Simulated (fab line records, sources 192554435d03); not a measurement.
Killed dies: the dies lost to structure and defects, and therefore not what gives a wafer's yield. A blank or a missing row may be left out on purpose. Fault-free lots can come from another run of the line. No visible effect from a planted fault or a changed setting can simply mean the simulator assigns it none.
Struck lot and sound lot, side by side    flow n5-finfet    14 steps out of a route of 1938
Sound: the wafers L252.2, L252.3, L252.6. Struck: wafers L244.2, L244.3, L244.6. The cause is named last.
Order at every step that has rows: each side's tool, ch and its chambers, its first start. Under that, the readings that differ: sound wafers    struck wafers    difference of the means    sigmas: that difference in standard deviations of wafers without a fault.
alike: a reading whose means differ by less than 2 such deviations, as well as words and numbers matching on both sides. not compared: withheld readings; readings where some wafer has no value; bounds like >300 that might hide an equal value; numbers whose values overlap and for which the record gives no deviation.
Wherever a step has rows on one side only, a row that says differs or no value, or a row with sigmas, the two part there. Non-overlapping numbers with no deviation appear without sigmas and do not part them. A reading that every wafer of one side lacks parts them only if that side has two wafers or more.

N5_PASSIVATION_ETCH_59: etches TaN in Cl2/BCl3, target depth 65 nm, time 34.9 s.
  sound on rie-metal-03 ch 0, day 17 18:25; struck on rie-metal-02 ch 1, day 14 08:05
reading                      sound        struck       difference  sigmas
drypump-motor-current-A (A)  6.6 6.5 6.6  5.7 5.7 5.7  -0.9        -2
  alike: chamber-pressure-mTorr, oes-product-au, throttle-valve-pct
  not compared: rf-hours-counter-h
N5_PASSIVATION_STRIP_34: strips in O2.
  sound on rie-diel-03 ch 0,1,2, day 17 18:32; struck on rie-diel-03 ch 0,1,2, day 14 08:11
  alike: chamber-pressure-mTorr, drypump-motor-current-A, oes-product-au, rf-vpp-V, showerhead-plenum-p-Torr, temp-c, throttle-valve-pct
  not compared: rf-hours-counter-h
then, 4 steps without rows for these wafers: N5_PASSIVATION_STRIP_51 (strips in post etch residue remover, time 1200 s); N5_PASSIVATION_CLEAN_69 (cleans in IPA, time 180 s); N5_PASSIVATION_SRD_70 (time 30 s); N5_PASSIVATION_PECVD_53 (deposits SiO2 from TEOS/O2, target thk 800 nm, time 169.4 s).
N5_PASSIVATION_PECVD_35: deposits SiNx from SiH4/NH3/N2, target thk 700 nm, time 151.3 s.
  sound on pecvd-03 ch 0,1, day 17 19:09; struck on pecvd-01 ch 0,2, day 14 08:52
  alike: chamber-pressure-Torr, heater-power-w, showerhead-plenum-p-Torr, throttle-valve-pct
  not compared: since-wet-clean-h
then, 5 steps without rows for these wafers: N5_PASSIVATION_HMDS_37 (time 60 s); N5_PASSIVATION_COAT_38; N5_PASSIVATION_EBR_40; N5_PASSIVATION_SOFTBAKE_39 (time 120 s); N5_PASSIVATION_EXPOSE_41 (exposes mask PASS OPEN, defocus 0 nm, target cd 40000 nm).
N5_PASSIVATION_PEB_42:
  struck on litho-track-01, day 14 09:21; sound on litho-track-05 ch 0, day 17 19:28
reading          sound           struck  difference                     sigmas
exhaust-pa (Pa)  44.2 46.3 45.2  - - -   no value on the struck wafers  
  not compared: chill-plate-temp-C
then, 1 step without rows for these wafers: N5_PASSIVATION_DEVELOP_43 (develop time 60 s).

WHERE THEY PART
Last at N5_PASSIVATION_PEB_42 as far as this record goes, first at N5_PASSIVATION_ETCH_59.

WHY: whatever the simulator had introduced
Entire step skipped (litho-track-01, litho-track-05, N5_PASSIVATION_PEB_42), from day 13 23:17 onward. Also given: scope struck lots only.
